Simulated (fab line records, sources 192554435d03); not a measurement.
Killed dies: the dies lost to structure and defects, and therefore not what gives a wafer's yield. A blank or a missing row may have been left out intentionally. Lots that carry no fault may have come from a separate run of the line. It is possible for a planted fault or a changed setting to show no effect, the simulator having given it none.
Chamber matching || flow n5Finfet || 4 sister chambers for N5_FIN_SAQP_SPACER2_ETCHBACK_29 on rieDiel-06
The step etches SiO2 in CHF3/O2, target depth 12.2 nm, time 6.1 s. 8 wafers are shown with their chamber, then 7 later ones without.

## EACH WAFER AND ITS CHAMBER
{"wafer": "L075.4", "chamber": 3, "drypumpMotorCurrentA (A)": 5.1, "rfVppV (V)": 530}
{"wafer": "L077.6", "chamber": 0, "drypumpMotorCurrentA (A)": 6.3, "rfVppV (V)": 553}
{"wafer": "L079.2", "chamber": 0, "drypumpMotorCurrentA (A)": 6.3, "rfVppV (V)": 554}
{"wafer": "L083.2", "chamber": 2, "drypumpMotorCurrentA (A)": 5.9, "rfVppV (V)": 523}
{"wafer": "L083.3", "chamber": 3, "drypumpMotorCurrentA (A)": 5.0, "rfVppV (V)": 529}
{"wafer": "L083.4", "chamber": 1, "drypumpMotorCurrentA (A)": 6.5, "rfVppV (V)": 515}
{"wafer": "L093.3", "chamber": 2, "drypumpMotorCurrentA (A)": 5.9, "rfVppV (V)": 522}
{"wafer": "L093.4", "chamber": 1, "drypumpMotorCurrentA (A)": 6.5, "rfVppV (V)": 516}

## WAFERS WHOSE CHAMBER IS MISSING
{"wafer": "L093.5", "drypumpMotorCurrentA (A)": 5.1, "rfVppV (V)": 529}
{"wafer": "L096.1", "drypumpMotorCurrentA (A)": 6.3, "rfVppV (V)": 554}
{"wafer": "L096.2", "drypumpMotorCurrentA (A)": 6.5, "rfVppV (V)": 516}
{"wafer": "L096.6", "drypumpMotorCurrentA (A)": 6.3, "rfVppV (V)": 554}
{"wafer": "L097.1", "drypumpMotorCurrentA (A)": 5.0, "rfVppV (V)": 530}
{"wafer": "L097.3", "drypumpMotorCurrentA (A)": 6.3, "rfVppV (V)": 553}
{"wafer": "L097.5", "drypumpMotorCurrentA (A)": 5.0, "rfVppV (V)": 529}

## WHICH CHAMBER EACH WENT THROUGH
{"wafer": "L093.5", "from the rows above": 3, "in truth": 3}
{"wafer": "L096.1", "from the rows above": 0, "in truth": 0}
{"wafer": "L096.2", "from the rows above": 1, "in truth": 1}
{"wafer": "L096.6", "from the rows above": 0, "in truth": 0}
{"wafer": "L097.1", "from the rows above": 3, "in truth": 3}
{"wafer": "L097.3", "from the rows above": 0, "in truth": 0}
{"wafer": "L097.5", "from the rows above": 3, "in truth": 3}
Placed correctly: 7 of 7. From these rows, 0 cannot be placed. Placed wrongly: 0.
How it was worked out, from the rows above alone: a wafer's distance from a chamber is the root of the sum, over the readings, of the square of ((its reading less the chamber's mean) divided by the reading's scatter). If the next closest chamber is less than 2 further off than the closest, the wafer can't be placed; otherwise it belongs to the closest. The mean given for a chamber averages the wafers shown for that chamber. The scatter is the square root of a quotient: the sum, over the shown wafers, of each reading's squared deviation from its chamber's mean, divided by wafers minus chambers.
